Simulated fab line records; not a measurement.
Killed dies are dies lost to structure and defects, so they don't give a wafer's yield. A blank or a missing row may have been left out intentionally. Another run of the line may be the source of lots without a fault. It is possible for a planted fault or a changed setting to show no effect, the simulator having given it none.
Code-filled problem report in 8D (eight disciplines) form	flow nand harc	the parts of the form that need people (team, actions taken, sign-off) are left out

1. PROBLEM STATEMENT
heater power total W at NHARC_P_M1_SOFTBAKE_04 reads a mean of 177.53 W on 6 wafers of 2 lots; wafers without a fault read 188.45 W with a standard deviation of 0.13. Relative to the usual mean, that is a shift of -84 standard deviations.
The step: time 55 s.
First observed at day 13 10:00: wafer L355.3, on litho track-04. The record holds 39 wafers of 13 lots with a number at this step. Rule for "out" (also "out of limits"): further than 4 standard deviations from the usual mean. The other wafers with a number count as sound.

2. WHAT IT IS AND WHAT IT IS NOT
question	is	is not
which readings at this step	heater power total W	-
which lots	L355, L358	L338, L339, L340, L341, L342, L343, L345, L346, L347, L349, L350
which wafers of those lots	all that have a number	-
read on which tools	litho track-04	litho track-01, litho track-06
when	from day 13 10:00	up to then (33 sound wafers)

3. THE SUSPECTS, EACH WITH WHAT RULES IT OUT
Counting: a tool at any process step up to the reading remains a suspect when it ran all the lots that are out and ran no sound lot after the first of those.
- litho track-04 at NHARC_P_M1_SOFTBAKE_04 (time 55 s): kept. Every lot that is out went through it, starting with L355 (day 13 10:00), and after that it ran no sound lot; the last sound lot it ran before then is L347 (day 10 05:00). Its own heater power total W readings are out on those wafers.
The count leaves litho track-04 at NHARC_P_M1_SOFTBAKE_04.

4. THE CAUSE (what the simulator had put in)
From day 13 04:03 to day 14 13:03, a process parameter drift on litho track-04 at NHARC_P_M1_SOFTBAKE_04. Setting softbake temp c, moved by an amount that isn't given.
The count eliminated every tool but this one.

5. SEQUENCE OF EFFECTS, ordered by route
Rows list readings where the struck wafers' mean (over those with a number) sits beyond 3 standard deviations from the usual. Readings are gone through only where the record gives a usual standard deviation; hours: the median, over the lots, of the time from a lot's start at the first step in this table giving one to that lot's start at this step; sigmas: the change measured in usual standard deviations.
hours	step	reading	usual	on struck wafers	change	sigmas
0	NHARC_P_M1_SOFTBAKE_04	heater power total W	188.45 W	177.53	-10.92	-84
Its process steps:
- NHARC_P_M1_SOFTBAKE_04: time 55 s.

6. HOW IT WOULD HAVE BEEN CAUGHT EARLIER
First out-of-limits reading in this record: day 13 10:00, which is 6 hours after fault onset at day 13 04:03.
